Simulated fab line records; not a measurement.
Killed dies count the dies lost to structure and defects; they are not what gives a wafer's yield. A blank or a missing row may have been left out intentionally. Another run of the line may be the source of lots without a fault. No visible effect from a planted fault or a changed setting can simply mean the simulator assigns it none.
Matching of chambers || flow nand_harc || NHARC_A_SGD_CUT_CMP_21 on cmp-04 has 4 sister chambers
The step polishes, target thk 148.19 nm. 4 wafers are shown with their chamber, then 8 later ones without.

== WAFERS WITH THEIR CHAMBER ==
{"wafer": "L188.5", "chamber": 1, "motor_current_A (A)": 13.7}
{"wafer": "L191.2", "chamber": 0, "motor_current_A (A)": 12.2}
{"wafer": "L191.6", "chamber": 3, "motor_current_A (A)": 11.9}
{"wafer": "L199.2", "chamber": 2, "motor_current_A (A)": 14.3}

== WAFERS WITH NO CHAMBER GIVEN ==
{"wafer": "L199.5", "motor_current_A (A)": 11.6}
{"wafer": "L199.6", "motor_current_A (A)": 12.0}
{"wafer": "L201.2", "motor_current_A (A)": 14.0}
{"wafer": "L201.4", "motor_current_A (A)": 11.5}
{"wafer": "L201.5", "motor_current_A (A)": 12.2}
{"wafer": "L203.3", "motor_current_A (A)": 13.8}
{"wafer": "L203.5", "motor_current_A (A)": 13.3}
{"wafer": "L203.6", "motor_current_A (A)": 11.9}

== EACH ONE'S CHAMBER ==
{"wafer": "L199.5", "from the rows above": "can't be placed: 3 or 0", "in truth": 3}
{"wafer": "L199.6", "from the rows above": "can't be placed: 3 or 0", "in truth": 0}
{"wafer": "L201.2", "from the rows above": "can't be placed: 1 or 2", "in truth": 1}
{"wafer": "L201.4", "from the rows above": "can't be placed: 3 or 0", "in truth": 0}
{"wafer": "L201.5", "from the rows above": "can't be placed: 0 or 3", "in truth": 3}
{"wafer": "L203.3", "from the rows above": "can't be placed: 1 or 2", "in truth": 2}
{"wafer": "L203.5", "from the rows above": 1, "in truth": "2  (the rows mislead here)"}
{"wafer": "L203.6", "from the rows above": "can't be placed: 3 or 0", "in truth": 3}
0 of 8 placed correctly. Not placeable from these rows: 7 (in 7, the candidates include the true chamber). Wrongly placed: 1.
How it was worked out, from the rows above alone: a wafer's distance from a chamber is the root of the sum, over the readings, of the square of ((its reading less the chamber's mean) divided by the reading's scatter). The wafer belongs to the nearest chamber; if the next one is less than 2 further off, it can't be placed. A chamber's mean is the mean of its shown wafers. The scatter (one wafer shown for each chamber): square how far every hidden wafer sits from the nearest shown wafer, average those squares and take the square root.
